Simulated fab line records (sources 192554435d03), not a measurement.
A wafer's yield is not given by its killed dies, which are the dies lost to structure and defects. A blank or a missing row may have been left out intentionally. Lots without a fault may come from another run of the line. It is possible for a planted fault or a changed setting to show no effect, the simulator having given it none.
Matching of chambers	flow n5Finfet	4 sister chambers for N5_MOL_CONTACT_COAG_STRIP_98 on rieDiel-02
The step strips in N2/H2. 8 wafers are shown with their chamber, then 7 later ones without.

WAFERS PAIRED WITH THEIR CHAMBERS
wafer	chamber	showerheadPlenumPTorr (Torr)	drypumpMotorCurrentA (A)
L074.4	3	3.43	5.3
L082.5	0	3.43	6.5
L082.6	2	3.45	5.7
L083.1	1	3.58	6.2
L083.3	1	3.58	6.2
L083.4	2	3.45	5.7
L086.2	3	3.42	5.2
L086.3	0	3.42	6.5

WAFERS WITH NO CHAMBER GIVEN
wafer	showerheadPlenumPTorr (Torr)	drypumpMotorCurrentA (A)
L086.4	3.57	6.2
L091.2	3.42	5.2
L091.4	3.56	6.1
L091.5	3.56	6.2
L096.1	3.55	6.2
L096.2	3.43	5.7
L096.6	3.55	6.2

EACH ONE'S CHAMBER
wafer	from the rows above	in truth
L086.4	1	1
L091.2	3	3
L091.4	1	1
L091.5	1	1
L096.1	1	1
L096.2	2	2
L096.6	1	1
Correctly placed: 7 of 7. From these rows, 0 cannot be placed. Wrongly placed: 0.
How it was worked out, from the rows above alone: a wafer's distance from a chamber is the root of the sum, over the readings, of the square of ((its reading less the chamber's mean) divided by the reading's scatter). If the next closest chamber is less than 2 further off than the closest, the wafer can't be placed; otherwise it belongs to the closest. A chamber's mean is the mean of its shown wafers. The scatter: take each reading less its chamber's mean, square it, sum over the shown wafers, divide by the number of wafers less the number of chambers, and take the root.
